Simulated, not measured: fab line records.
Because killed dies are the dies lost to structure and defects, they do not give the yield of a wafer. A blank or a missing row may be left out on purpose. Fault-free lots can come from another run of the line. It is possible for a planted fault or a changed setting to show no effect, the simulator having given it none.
Lot-split experiment -- flow n5 finfet -- on a route of 1938 steps: 7 lots, 21 wafers read

## ON THE SPLIT
At N5_BEOL_M13_COAT_66 (time 60 s, resist thk 110 nm), the setting spin rpm was moved away from the recipe's 1500 rpm on 8 of the 21 wafers read, by -7.9% to +9.1%. The other wafers ran this setting at the recipe's value.

## FROM THE SPLIT TO THE READING: what the file shows between them, 2 steps
- N5_BEOL_M13_DESCUM_33: chemistry O2, time 7.9 s (also split here: time s)
- N5_BEOL_M13_ETCH_67: etches SiARC in CF4, target depth 143 nm, time 238.3 s

## THE READING
SiARC_of_BEOL_M13_COAT_66.thk nm (the simulator's own value, which no gauge read), in nm, at N5_BEOL_M13_ETCH_68 (etches SOC in N2/H2, time 355 s). No usual value for it is given in the file. Here, 13 wafers ran the recipe; their average is 77.7 nm with a standard deviation of 0.77 nm.

wafer,"tool, chamber at the split","spin rpm as run, rpm",against the recipe,"SiARC_of_BEOL_M13_COAT_66.thk nm, nm",against lot-mates on the recipe
L078.1,"litho track-04, 0",1500,recipe,77.4,-
L078.4,"litho track-04, 0",1609,+7.3%,72.4,-5.0
L078.6,"litho track-04, 0",1609,+7.3%,74,-3.4
L079.2,"litho track-01, 0",1500,recipe,78.2,-
L079.3,"litho track-01, 0",1500,recipe,78.2,-
L079.5,"litho track-01, 0",1446,-3.6%,80.2,+2.0
L082.4,"litho track-02, 0",1392,-7.2%,80.6,+4.0
L082.5,"litho track-02, 0",1392,-7.2%,81.6,+5.0
L082.6,"litho track-02, 0",1500,recipe,76.6,-
L083.2,"litho track-01, 0",1500,recipe,78.4,-
L083.4,"litho track-01, 0",1500,recipe,78.2,-
L083.6,"litho track-01, 0",1382,-7.9%,82.8,+4.5
L086.3,"litho track-02, 0",1500,recipe,76.2,-
L086.5,"litho track-02, 0",1500,recipe,77.2,-
L086.6,"litho track-02, 0",1500,recipe,78.8,-
L093.1,"litho track-02, 0",1500,recipe,77.8,-
L093.5,"litho track-02, 0",1500,recipe,76.6,-
L093.6,"litho track-02, 0",1637,+9.1%,72.2,-5.0
L097.1,"litho track-02, 0",1500,recipe,78.2,-
L097.5,"litho track-02, 0",1500,recipe,78,-
L097.6,"litho track-02, 0",1549,+3.3%,75.8,-2.3

THE FIT
A straight line over all 21 wafers: SiARC_of_BEOL_M13_COAT_66.thk nm changes by -0.581 nm for each +1% of spin rpm; r = -0.96; the points scatter about the line by 0.77 nm.
The same after taking each lot's own level away (the mean of its wafers on the recipe; 21 wafers): -0.586 nm for each +1%; r = -0.98; scatter 0.58 nm.
According to that fit, moving spin rpm by its largest amount changes the reading by 5.4 nm.
Across the lots, their own levels run from 76.60 to 78.30 nm, a range of 2.2 times the standard deviation given above.
Hence the lot-to-lot level has little effect on the slope; both slopes agree.
Check: with one of the wafers moved furthest among these (+9.1%) left out of the fit, the line predicts -5.45 nm for it against its lot-mates. It came out at -5 nm against them.

## THE OTHER SPLITS THESE WAFERS WENT THROUGH
Note: prior to the reading, these wafers also went through further splits. Each is held against what the fit with the lots' levels taken away leaves over:
other split on the same wafers,wafers away from the commonest value,r with SiARC_of_BEOL_M13_COAT_66.thk nm (lot level and that fit taken away)
N5_BEOL_M10_ETCH_41 source w,4,+0.05
N5_BEOL_M11_ETCH_41 time s,9,+0.00
N5_BEOL_M13_DESCUM_33 time s,6,+0.14

## THE WHOLE CHAIN: every reading that the file lists as answering this split, in the file's order
step,what it does,reading,change (the file's fit),r (the file's)
N5_BEOL_M13_COAT_66,"time 60 s, resist thk 110 nm","SiARC_of_BEOL_M13_COAT_66.thk nm (the simulator's own value, which no gauge read)",-0.552 nm for each +1% of the setting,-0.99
N5_BEOL_M13_ETCH_67,"etches SiARC in CF4, target depth 143 nm, time 238.3 s","coat_of_BEOL_M13_COAT_22.thk nm (the simulator's own value, which no gauge read)",+0.382 nm for each +1% of the setting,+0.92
N5_BEOL_M13_ETCH_67,"etches SiARC in CF4, target depth 143 nm, time 238.3 s","etch.depth nm (the simulator's own value, which no gauge read)",-0.548 nm for each +1% of the setting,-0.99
N5_BEOL_M13_ETCH_68,"etches SOC in N2/H2, time 355 s","SiARC_of_BEOL_M13_COAT_66.thk nm (the simulator's own value, which no gauge read)",-0.58 nm for each +1% of the setting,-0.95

## THE FILE'S OWN FIT
SiARC_of_BEOL_M13_COAT_66.thk nm changes by -0.58 nm for each +1% of spin rpm, r = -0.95.
